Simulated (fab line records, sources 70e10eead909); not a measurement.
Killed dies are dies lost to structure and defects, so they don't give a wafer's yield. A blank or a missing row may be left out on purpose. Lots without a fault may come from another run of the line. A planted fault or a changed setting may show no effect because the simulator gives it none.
fab line records | flow nand_harc
record lots=6 wafers=18 last_day=33
route steps=1302 shown A_BLC@1109 END@1302
lots that met no fault: from a run of the same line without faults
start_h: hours from the record's first day to the start of the lot's first wafer shown | wait_h: hours since the lot's step before | " the same as in the row above | L1.1+2: a row that stands for several wafers | - no value, or no start given | * or withheld: withheld | < > ~ a bound
route shown NAME@n: a module of which the file shows steps, and the number in the route of the first | usual: mean/standard deviation of fault-free wafers | same: alike in all rows | chamber/n: place in a boat | sites: the reading at each site | _std_site: their standard deviation | _edge_site: outer sites' mean less inner sites' | radius_mm: how far each site lies from the wafer's centre | mask NAME#n: copy n | behind: the tool/chamber that last shaped the wafer | hold: why the lot was held/for how many hours/how that ended | device: the transistor (n, p or np) that didn't switch | end of line: the same wafers' tests at the end of the route | a step without rows: its recipe alone | killed: dies lost to structure and defects at the first sort, not the wafer's yield | map: a wafer's dies, x killed, . not, _ none there
set.NAME: the setting as run; set.NAME@STEP: as run at that earlier step | model.NAME: the simulator's own value behind a step, which no gauge read
lots at some steps of the route; a table a step, a row a wafer
services: from which hour (start_h, from the record's first day; less than 0 if before it) a tool's chamber was out of use, for how many hours, and why
## steps
# step NHARC_A_BLC_COAT_02
# recipe temp_c=260 time_s=75
# step NHARC_A_BLC_COAT_03
# recipe temp_c=225 time_s=65
# step NHARC_A_BLC_COAT_04
# recipe spin_rpm=1500 resist_thk_nm=90
# step NHARC_A_BLC_SOFTBAKE_05
# recipe temp_c=105 time_s=55
# step NHARC_A_BLC_EBR_06
# step NHARC_A_BLC_EXPOSE_07
# recipe na=1.35 target_cd_nm=100 dose_mj=67.97 mask_id=A_BLC
# step NHARC_A_BLC_PEB_08
# recipe peb_temp_c=100 peb_time_s=65
# step NHARC_A_BLC_DEVELOP_09
# recipe develop_time_s=35 dev_temp_c=23
# step NHARC_A_BLC_CD_MEAS_10
# recipe target_cd_nm=100 landing_energy_ev=500
# usual cd_nm=100.1/0.58
# columns lot.wafer tool chamber start_h wait_h cd_nm
L819.1 cd_sem-03 0 531.70 - 100.0
L819.3 " 0 " " 100.3
L819.4 " 0 " " 99.8
L823.1 cd_sem-03 0 591.15 - 100.0
L823.2 " 0 " " 99.4
L823.5 " 0 " " 100.2
L834.2 cd_sem-02 0 709.00 - 100.1
L834.3 " 0 " " 100.5
L834.6 " 0 " " 100.4
L836.2 cd_sem-03 0 714.02 - 100.8
L836.3 " 0 " " 100.6
L836.6 " 0 " " 100.2
L838.1 cd_sem-03 0 734.27 - 99.5
L838.3 " 0 " " 99.8
L838.5 " 0 " " 98.7
L840.3 cd_sem-01 0 748.75 - 99.8
L840.4 " 0 " " 99.7
L840.5 " 0 " " 100.4
# step NHARC_A_BLC_OVL_MEAS_11
# usual overlay_x_nm=-0.1/0.84 overlay_y_nm=0.0/0.84
# columns lot.wafer tool chamber start_h wait_h overlay_x_nm overlay_y_nm
L819.1 overlay-01 - 531.79 - 0.0 0.6
L819.3 " - " " 0.1 0.5
L819.4 " - " " 1.0 0.3
L823.1 overlay-02 - 591.24 - -1.3 -0.3
L823.2 " - " " -1.3 0.0
L823.5 " - " " -0.3 0.0
L834.2 overlay-02 - 709.09 - -0.2 0.5
L834.3 " - " " -1.0 0.5
L834.6 " - " " -0.7 -0.1
L836.2 overlay-02 - 714.10 - 0.4 0.3
L836.3 " - " " 0.3 0.7
L836.6 " - " " 0.2 0.5
L838.1 overlay-02 - 734.36 - 1.1 0.6
L838.3 " - " " 1.2 0.0
L838.5 " - " " 0.8 0.6
L840.3 overlay-02 - 748.84 - -1.1 -1.0
L840.4 " - " " -1.2 -1.9
L840.5 " - " " -0.6 -1.4
# step NHARC_A_BLC_INSPECT_12
# usual raw_defect_count=82/37
# columns lot.wafer tool chamber start_h wait_h raw_defect_count
L819.1 defect_inspect-02 - 531.83 0.0 17
L819.3 " - " " 15
L819.4 " - " " 20
L823.1 defect_inspect-02 - 591.28 0.0 132
L823.2 " - " " 119
L823.5 " - " " 120
L834.2 defect_inspect-01 - 709.12 0.0 100
L834.3 " - " " 121
L834.6 " - " " 150
L836.2 defect_inspect-01 - 714.14 0.0 45
L836.3 " - " " 37
L836.6 " - " " 31
L838.1 defect_inspect-02 - 734.40 0.0 35
L838.3 " - " " 34
L838.5 " - " " 43
L840.3 defect_inspect-01 - 748.87 0.0 95
L840.4 " - " " 86
L840.5 " - " " 78
# step NHARC_A_BLC_DESCUM_15
# recipe time_s=3 o2_flow_sccm=200 ar_flow_sccm=0 bias_power_w=0 chemistry=O2
# usual drypump_motor_current_A=5.6/0.3 oes_product_au=1.004/0.0078 rf_vpp_V=57.6/0.85 showerhead_plenum_p_Torr=1.89/0.065 throttle_valve_pct=11.311/0.0097
# same time_s=3
# columns lot.wafer tool chamber start_h wait_h drypump_motor_current_A oes_product_au rf_hours_counter_h rf_vpp_V showerhead_plenum_p_Torr throttle_valve_pct
L819.3 rie_diel-09 1 531.90 0.1 5.6 1.018 2 56.5 1.78 11.316
L819.1 " 2 " " 6.0 0.986 2 57.6 1.92 11.301
L819.4 " 2 " " 6.0 1.001 - 57.1 1.91 11.311
L823.2 rie_diel-09 1 591.35 0.1 5.5 0.997 5 57.9 1.78 11.314
L823.1 " 2 " " 6.0 0.995 5 57.9 1.91 11.291
L823.5 " 1 " " 5.6 1.002 - 57.4 1.78 11.313
L834.2 rie_diel-09 0 709.18 0.1 5.4 1.005 1 57.8 1.95 11.309
L834.3 " 2 " " 6.1 0.995 1 57.3 1.91 11.319
L834.6 " 0 " " 5.4 0.992 - 59.0 1.95 11.317
L836.3 rie_diel-09 3 714.20 0.1 5.9 1.006 2 57.7 1.97 11.311
L836.2 " 2 " " 6.0 0.999 2 58.8 1.91 11.304
L836.6 " 3 " " 5.9 1.013 - 57.8 1.97 11.321
L838.1 rie_diel-10 1 734.46 0.1 5.1 1.005 12 57.1 1.82 11.318
L838.3 " 2 " " 5.6 1.010 14 55.7 1.87 11.319
L838.5 " 1 " " 5.1 1.006 - 57.4 1.82 11.316
L840.4 rie_diel-10 2 748.93 0.1 5.6 1.000 16 57.4 1.87 11.312
L840.3 " 3 " " 5.7 1.003 15 56.4 1.84 11.298
L840.5 " 3 " " 5.8 0.996 - 57.5 1.84 11.299
# step NHARC_A_BLC_ETCH_16
# recipe target_depth_a=390 over_etch_frac=0.3 time_s=65 ion_energy_ev=80 cf4_flow_sccm=150 ar_flow_sccm=0 rf_w=300 bias_w=100 chemistry=CF4
# usual drypump_motor_current_A=5.63/0.3 oes_product_au=1.003/0.0092 rf_vpp_V=151.1/1 showerhead_plenum_p_Torr=1.75/0.055 throttle_valve_pct=13.283/0.0089
# same over_etch_frac=0.3 time_s=65
# columns lot.wafer tool chamber start_h wait_h drypump_motor_current_A oes_product_au rf_hours_counter_h rf_vpp_V showerhead_plenum_p_Torr throttle_valve_pct
L819.3 rie_diel-09 3 531.99 0.1 5.87 1.002 2 152.2 1.82 13.271
L819.1 " 2 " " 6.02 0.995 2 150.9 1.77 13.297
L819.4 " 1 " " 5.55 1.010 - 150.2 1.65 13.280
L823.2 rie_diel-09 2 591.42 0.1 6.02 0.982 5 150.4 1.77 13.290
L823.1 " 3 " " 5.87 0.997 5 150.6 1.82 13.290
L823.5 " 2 " " 6.02 0.987 - 152.5 1.77 13.290
L834.3 rie_diel-09 3 709.28 0.1 5.87 1.006 1 152.0 1.82 13.270
L834.2 " 0 " " 5.40 0.833 1 151.3 1.80 13.282
L834.6 " 2 " " 6.03 1.015 - 150.5 1.77 13.281
L836.3 rie_diel-09 2 714.32 0.1 6.03 1.008 2 151.0 1.77 13.305
L836.2 " 3 " " 5.88 1.007 2 150.2 1.82 13.274
L836.6 " 0 " " 5.42 0.817 - 152.8 1.80 13.274
L838.3 rie_diel-10 3 734.55 0.1 5.77 0.994 13 151.4 1.71 13.281
L838.1 " 0 " " 5.29 1.000 10 152.0 1.80 13.277
L838.5 " 2 " " 5.56 1.003 - 151.1 1.73 13.296
L840.3 rie_diel-10 3 749.02 0.1 5.79 0.989 15 151.4 1.71 13.279
L840.4 " 1 " " 5.08 1.004 14 149.4 1.69 13.286
L840.5 " 3 " " 5.76 0.993 - 149.4 1.71 13.288
# step NHARC_A_BLC_ETCH_17
# recipe target_depth_a=3900 over_etch_frac=0.25 time_s=609.38 ion_energy_ev=200 n2_flow_sccm=150 h2_flow_sccm=150 ar_flow_sccm=0 rf_w=400 bias_w=150 chemistry=N2/H2
# usual drypump_motor_current_A=5.62/0.3 oes_product_au=1.002/0.0094 rf_vpp_V=430.1/2.2 showerhead_plenum_p_Torr=2.02/0.073 throttle_valve_pct=14.171/0.0086
# same over_etch_frac=0.25 time_s=609.38
# columns lot.wafer tool chamber start_h wait_h drypump_motor_current_A oes_product_au rf_hours_counter_h rf_vpp_V showerhead_plenum_p_Torr throttle_valve_pct
L819.1 rie_diel-09 3 - - 5.87 1.002 2 432.0 2.11 14.184
L819.3 " 1 " " 5.55 1.016 2 426.9 1.89 14.167
L819.4 " 3 " " 5.89 1.002 - 432.5 2.11 14.163
L823.2 rie_diel-09 3 - - 5.86 1.002 5 432.4 2.11 14.184
L823.1 " 0 " " 5.41 1.001 5 430.7 2.08 14.186
L823.5 " 1 " " 5.57 0.988 - 425.4 1.89 14.177
L834.3 rie_diel-09 2 - - 6.02 0.999 1 431.1 2.04 14.180
L834.2 " 0 " " 5.42 0.999 1 431.2 2.08 14.185
L834.6 " 2 " " 6.02 1.001 - 431.1 2.04 14.159
L836.2 rie_diel-09 0 - - 5.40 0.991 2 431.3 2.08 14.186
L836.3 " 2 " " 6.00 1.002 2 429.4 2.04 14.178
L836.6 " 0 " " 5.42 1.015 - 433.2 2.08 14.179
L838.3 rie_diel-10 0 - - 5.32 1.005 10 432.8 2.08 14.164
L838.1 " 1 " " 5.09 1.008 12 427.5 1.94 14.182
L838.5 " 3 " " 5.73 1.002 - 428.5 1.96 14.172
L840.3 rie_diel-10 1 - - 5.09 0.996 14 427.3 1.94 14.174
L840.4 " 2 " " 5.54 1.013 16 428.5 1.99 14.172
L840.5 " 1 " " 5.08 1.010 - 428.4 1.94 14.184
# step NHARC_END_SORT_01
# recipe temp_c=25
# usual killed_at_array=57/20 killed_at_other=1.0/1.5 killed_at_periphery=3.5/2.5 killed_dies=62/21 killed_open=3.5/1.9 killed_short=2.4/1.6
# same gross_dies=677
# columns lot.wafer tool chamber start_h wait_h hold killed_at_array killed_at_other killed_at_periphery killed_dies killed_open killed_short
L819.1 prober-01 0 575.48 2.6 - 19 2 4 25 4 4
L819.3 prober-01 0 577.10 3.2 - 18 0 0 18 1 1
L819.4 prober-01 0 577.92 3.5 - 22 1 1 24 2 2
L823.1 prober-01 0 637.79 2.5 - 74 5 6 85 3 2
L823.2 prober-01 0 638.59 2.8 - 76 3 4 83 4 2
L823.5 prober-01 0 640.99 3.7 - 86 5 6 97 3 5
L834.2 prober-01 0 757.96 2.8 await_dispo/2.9h/release 284 0 3 287 3 0
L834.3 prober-01 0 758.76 3.1 await_dispo/2.9h/release 81 0 3 84 5 2
L834.6 prober-01 0 761.16 4.0 await_dispo/2.9h/release 88 0 2 90 2 3
L836.2 prober-01 0 773.62 2.8 await_dispo/1.9h/release 34 1 5 40 2 2
L836.3 prober-01 0 774.41 3.1 await_dispo/1.9h/release 35 1 1 37 3 0
L836.6 prober-01 0 776.79 4.0 await_dispo/1.9h/release 304 0 1 305 6 2
L838.1 prober-02 0 779.37 2.5 - 34 0 11 45 6 4
L838.3 prober-02 0 780.99 3.1 - 35 0 13 48 7 1
L838.5 prober-02 0 782.61 3.7 - 49 2 5 56 5 5
L840.3 prober-02 0 795.12 3.1 - 61 0 4 65 6 4
L840.4 prober-02 0 795.92 3.4 - 56 0 5 61 3 0
L840.5 prober-02 0 796.73 3.7 - 72 0 2 74 4 2
# killed by level:class
L819.1 A_CHANNEL_HOLE_D2:chamber_film_flake=8 A_CONTACT:chamber_film_flake=3 P_CONTACT:geometric_particle:open=2 A_ONON_D2:geometric_particle:short=2 THIN_TSV:chamber_film_flake=2 P_M1:geometric_particle:short=1 A_CHANNEL_FILL_D1:geometric_particle:short=1 A_DECK1_JOINT:geometric_particle:open=1
L819.3 A_CHANNEL_HOLE_D2:chamber_film_flake=8 A_STAIRCASE:chamber_film_flake=3 A_CHANNEL_HOLE_D1:chamber_film_flake=2 A_CONTACT:chamber_film_flake=2 A_ZERO_WELL:chamber_film_flake=1 A_SGD_CUT:geometric_particle:open=1 A_WL_FILL:geometric_particle:short=1
L819.4 A_CHANNEL_HOLE_D2:chamber_film_flake=8 A_CHANNEL_HOLE_D1:chamber_film_flake=3 A_STAIRCASE:chamber_film_flake=3 A_CONTACT:chamber_film_flake=3 P_M1:geometric_particle:open=1 A_ONON_D2:geometric_particle:open=1 A_CHANNEL_FILL_D2:geometric_particle:short=1 A_WL_FILL:geometric_particle:short=1
L823.1 A_SLIT:chamber_film_flake=30 A_CHANNEL_HOLE_D1:chamber_film_flake=28 A_CHANNEL_HOLE_D2:chamber_film_flake=6 P_CONTACT:chamber_film_flake=4 THIN_TSV:chamber_film_flake=4 P_ZERO_WELL:chamber_film_flake=2 A_WL_FILL:chamber_film_flake=2 A_ONON_D1:geometric_particle:open=1
L823.2 A_CHANNEL_HOLE_D1:chamber_film_flake=30 A_SLIT:chamber_film_flake=25 A_CHANNEL_HOLE_D2:chamber_film_flake=5 P_CONTACT:chamber_film_flake=4 A_CONTACT:chamber_film_flake=4 A_WL_FILL:chamber_film_flake=3 A_M0:geometric_particle:open=2 A_STAIRCASE:chamber_film_flake=2
L823.5 A_CHANNEL_HOLE_D1:chamber_film_flake=43 A_SLIT:chamber_film_flake=20 A_CHANNEL_HOLE_D2:chamber_film_flake=12 P_CONTACT:chamber_film_flake=4 THIN_TSV:chamber_film_flake=4 A_ONON_D1:geometric_particle:open=2 A_CHANNEL_FILL_D1:geometric_particle:short=2 A_WL_FILL:chamber_film_flake=2
L834.2 A_BLC:area_etch=214 A_SLIT:chamber_film_flake=34 A_CHANNEL_HOLE_D1:chamber_film_flake=27 A_CONTACT:chamber_film_flake=2 P_M2:chamber_film_flake=2 A_SGD_CUT:chamber_film_flake=2 A_DECK1_JOINT:geometric_particle:open=1 A_SGD_CUT:geometric_particle:open=1
L834.3 A_SLIT:chamber_film_flake=31 A_CHANNEL_HOLE_D1:chamber_film_flake=28 A_SGD_CUT:chamber_film_flake=5 A_STAIRCASE:chamber_film_flake=4 A_CONTACT:chamber_film_flake=4 A_ZERO_WELL:chamber_film_flake=3 A_WL_FILL:geometric_particle:open=2 P_CONTACT:geometric_particle:short=1
L834.6 A_SLIT:chamber_film_flake=32 A_CHANNEL_HOLE_D1:chamber_film_flake=27 A_STAIRCASE:chamber_film_flake=8 A_CONTACT:chamber_film_flake=5 A_ZERO_WELL:chamber_film_flake=3 A_SGD_CUT:chamber_film_flake=3 A_WL_FILL:chamber_film_flake=2 P_M1:geometric_particle:short=1
L836.2 A_CHANNEL_HOLE_D1:chamber_film_flake=17 A_SLIT:chamber_film_flake=11 A_CONTACT:chamber_film_flake=4 P_ZERO_WELL:chamber_film_flake=2 P_ZERO_WELL:geometric_particle:short=1 P_M2:geometric_particle:open=1 A_WL_FILL:geometric_particle:short=1 A_WL_FILL:geometric_particle:open=1
L836.3 A_CHANNEL_HOLE_D1:chamber_film_flake=17 A_SLIT:chamber_film_flake=5 A_CONTACT:chamber_film_flake=4 A_STAIRCASE:chamber_film_flake=3 A_CHANNEL_FILL_D1:geometric_particle:open=1 A_SGD_CUT:geometric_particle:open=1 A_CONTACT:geometric_particle:open=1 P_ZERO_WELL:chamber_film_flake=1
L836.6 A_BLC:area_etch=272 A_CHANNEL_HOLE_D1:chamber_film_flake=12 A_SLIT:chamber_film_flake=8 A_CONTACT:chamber_film_flake=4 A_WL_FILL:geometric_particle:open=2 P_STI:geometric_particle:open=1 A_ONON_D1:geometric_particle:open=1 A_CHANNEL_FILL_D1:geometric_particle:short=1
L838.1 A_CONTACT:chamber_film_flake=11 A_SLIT:chamber_film_flake=4 P_CONTACT:chamber_film_flake=3 P_ZERO_WELL:chamber_film_flake=2 P_STI:chamber_film_flake=2 P_M1:chamber_film_flake=2 A_CHANNEL_HOLE_D1:unspecified=2 A_CHANNEL_HOLE_D1:chamber_film_flake=2
L838.3 A_CONTACT:chamber_film_flake=12 A_SLIT:chamber_film_flake=9 P_ZERO_WELL:chamber_film_flake=4 A_CHANNEL_FILL_D1:chamber_film_flake=4 P_STI:chamber_film_flake=3 P_GATE:chamber_film_flake=3 A_WL_FILL:geometric_particle:open=2 A_CONTACT:geometric_particle:open=2
L838.5 A_SLIT:chamber_film_flake=13 A_CONTACT:chamber_film_flake=13 A_CHANNEL_FILL_D2:geometric_particle:short=4 P_CONTACT:chamber_film_flake=4 A_CHANNEL_FILL_D1:chamber_film_flake=4 A_STAIRCASE:chamber_film_flake=4 A_CHANNEL_HOLE_D1:unspecified=3 A_ONON_D1:geometric_particle:open=2
L840.3 A_CHANNEL_HOLE_D2:chamber_film_flake=22 A_CONTACT:chamber_film_flake=10 A_CHANNEL_HOLE_D1:chamber_film_flake=8 A_SLIT:chamber_film_flake=6 A_WL_FILL:chamber_film_flake=4 A_CHANNEL_FILL_D2:geometric_particle:short=2 A_STAIRCASE:chamber_film_flake=2 P_GATE:geometric_particle:open=1
L840.4 A_CHANNEL_HOLE_D2:chamber_film_flake=19 A_CHANNEL_HOLE_D1:chamber_film_flake=17 A_CONTACT:chamber_film_flake=9 A_SLIT:chamber_film_flake=6 P_STI:chamber_film_flake=3 P_M1:chamber_film_flake=2 A_ONON_D1:geometric_particle:open=1 A_ONON_D2:geometric_particle:open=1
L840.5 A_CHANNEL_HOLE_D2:chamber_film_flake=30 A_CHANNEL_HOLE_D1:chamber_film_flake=15 A_CONTACT:chamber_film_flake=10 A_SLIT:chamber_film_flake=7 A_ONON_D1:geometric_particle:short=2 A_STAIRCASE:chamber_film_flake=2 A_M1:chamber_film_flake=2 P_M2:geometric_particle:open=1
# map L834.2 (x killed, . not)
____________.____________
_________xxxx..x_________
_______x..xx...xxx_______
______xx.x.x..xxxxx______
_____.x...x.x.x.xxxx_____
____xxxxx.xxx.x.xxx.x____
____x.x..xx..xxxxxx.x____
___xx.xxxx.x.xxxxxxxx.___
___..x.xx.x.xxx.x.xxxx___
__xxxxxxxx....xxx......__
__xxxx...x...x.x.x..x..__
_xxx.x...x..xxxx...x...._
_.xxxx.xx..xxx....xxxx.._
_.xx.xx.xx.....x..xxx.x._
_x..x..x.x......x.....x._
_.x.xx.x....x....x..x..._
x..x.x.x.....xx.x...xx.xx
.x..xx.x.x...x...x.x.....
xxx..xx...x.xx.....x...x.
xx.x.x.x..x...xxxx..xx...
x....xxxxxx..xx...x..x...
_xx.....x.xxx.x.......x._
_...xx.....xxxx..x.x...._
_xx..x.xxx.xxxxx.x.x...._
_xx..x...x.xxxxx.xx.x..._
_..x......xxxx.........._
__.xx..xxx.x.x..x.x....__
__x.x....xxxxx.xx....xx__
___x...xxx.x.x.x.x.x..___
___..x.x...x....x.....___
____x................____
____...x.......xx....____
_____....x.......x.._____
______....x.......x______
_______........x.._______
_________x......_________
____________.____________
# map L836.6 (x killed, . not)
____________x____________
_________xxxxxxx_________
_______xxx.xx.xxxx_______
______xxxxxxxxxxx.x______
_____xxxxxxxx.xx.xxx_____
____xxxxxxx.xx.xxxxxx____
____xxxxxx.xx.xxx.x.x____
___xx.xxxx.x.....x..xx___
___xxxxx..x...x.x.x.xx___
__xxxxxxx.x..x.xxxxx.xx__
__x.xx........xxxxx.xxx__
_xxxx..x..x..x..xxxxxxxx_
_.xx.x......x.x.....x.xx_
_xx..........x.x......xx_
_xx.xx........x.xxx..x.x_
_.xx.x.x.x.........x.xxx_
xx..x.....x..x..x....x...
xxx.x.x.........x...xx.xx
.xx...x.......x..x.x.x.xx
xx.x.x..x.x.....x...xxx.x
x.x.xx.x...x..xx...x..xxx
_.x........x...x....x.x._
_.x.xx..x...xx........x._
_x.........xx.x.......xx_
_xx.x....xx.xx.x..x....._
_x.......xx.x........x.x_
__x.................x..__
__xx.......x....x.xxxx.__
___xxxx.x.....x..x....___
___.x......x.......x.x___
____xx.x...........xx____
____x.....xx.x..x.x.x____
_____x....x..xx....._____
______xxxxx....xxx.______
_______..x.xxxxx.x_______
_________x.x..xx_________
____________x____________
## services
# columns tool chamber start_h hours kind
rie_diel-09 0 530.60 - clean
rie_diel-09 1 530.60 - clean
rie_diel-09 2 530.60 - clean
rie_diel-09 3 530.60 - clean
rie_diel-09 0 531.50 7.6 repair
rie_diel-09 0 555.10 - clean
rie_diel-09 1 555.10 - clean
rie_diel-09 2 555.10 - clean
rie_diel-09 3 555.10 - clean
rie_diel-10 0 559.83 3.5 repair
rie_diel-09 0 563.49 4.2 repair
rie_diel-09 1 570.60 3.9 repair
rie_diel-09 0 579.60 - clean
rie_diel-09 1 579.60 - clean
rie_diel-09 2 579.60 - clean
rie_diel-10 - 596.51 9.0 pm
rie_diel-10 0 628.43 32.5 repair
rie_diel-10 3 631.27 2.1 repair
rie_diel-10 3 643.46 6.5 repair
rie_diel-10 1 646.94 5.9 repair
rie_diel-09 0 670.10 10.7 repair
rie_diel-09 - 674.10 9.0 pm
rie_diel-10 1 687.78 1.2 repair
rie_diel-09 1 701.65 26.0 repair
## key
first_sign step=NHARC_A_BLC_ETCH_16 reading=oes_product_au direction=down sigmas=19 usual=1.003 struck=0.825
effect step=NHARC_END_SORT_01 reading=killed_at_array direction=up sigmas=12 usual=57 struck=294
more_kills_born_at NHARC_A_BLC_ETCH_16@rie_diel-09=486
met_at NHARC_A_BLC_ETCH_16
struck_wafers L834.2,L836.6
tester_left_out L834,L836
fault kind=process_parameter_drift tool=rie_diel-09 chamber=0 onset_h=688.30 steps=NHARC_A_BLC_ETCH_16 channel=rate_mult offset=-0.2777 shape=step end_h=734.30
# tester_left_out: of these lots the tester's yield and bins aren't shown, on N5 and GAA mostly nor the transistor test; their killed dies are dies lost to structure and defects alone, not to doping, threshold or leakage, so they don't give the yield
